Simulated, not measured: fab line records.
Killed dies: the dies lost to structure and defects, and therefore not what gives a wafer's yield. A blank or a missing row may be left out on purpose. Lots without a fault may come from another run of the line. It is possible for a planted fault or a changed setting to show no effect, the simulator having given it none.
Chamber matching :: flow n5-finfet :: N5_BEOL_M5_CVD_47 on cvd-co-02 has 3 sister chambers
The step deposits Co from CCTBA/H2, target thk 3 nm, time 216 s. 3 wafers are shown with their chamber, then 7 later ones without.

EACH WAFER AND ITS CHAMBER
wafer: L510.3
chamber: 2
run-length-s (s): 238.9

wafer: L519.1
chamber: 0
run-length-s (s): 239.4

wafer: L519.3
chamber: 1
run-length-s (s): 238.9

WAFERS WITH NO CHAMBER GIVEN
wafer: L519.5
run-length-s (s): 239.2

wafer: L521.3
run-length-s (s): 239.0

wafer: L521.4
run-length-s (s): 239.1

wafer: L521.6
run-length-s (s): 238.9

wafer: L523.3
run-length-s (s): 238.4

wafer: L523.5
run-length-s (s): 238.5

wafer: L523.6
run-length-s (s): 238.9

CHAMBER TAKEN BY EACH
wafer: L519.5
from the rows above: can't be placed: 0 or 1 or 2
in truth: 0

wafer: L521.3
from the rows above: can't be placed: 1 or 2 or 0
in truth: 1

wafer: L521.4
from the rows above: can't be placed: 1 or 2 or 0
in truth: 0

wafer: L521.6
from the rows above: can't be placed: 1 or 2 or 0
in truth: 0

wafer: L523.3
from the rows above: can't be placed: 1 or 2 or 0
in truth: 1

wafer: L523.5
from the rows above: can't be placed: 1 or 2 or 0
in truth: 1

wafer: L523.6
from the rows above: can't be placed: 1 or 2 or 0
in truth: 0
0 of 7 placed correctly. Not placeable from these rows: 7 (in 7, the candidates include the true chamber). Wrongly placed: 0.
How it was worked out, from the rows above alone: a wafer's distance from a chamber is the root of the sum, over the readings, of the square of ((its reading less the chamber's mean) divided by the reading's scatter). The wafer belongs to the nearest chamber; if the next one is less than 2 further off, it can't be placed. The mean given for a chamber averages the wafers shown for that chamber. The scatter: root of mean squared gap, hidden wafer to nearest shown wafer, with one shown wafer a chamber.
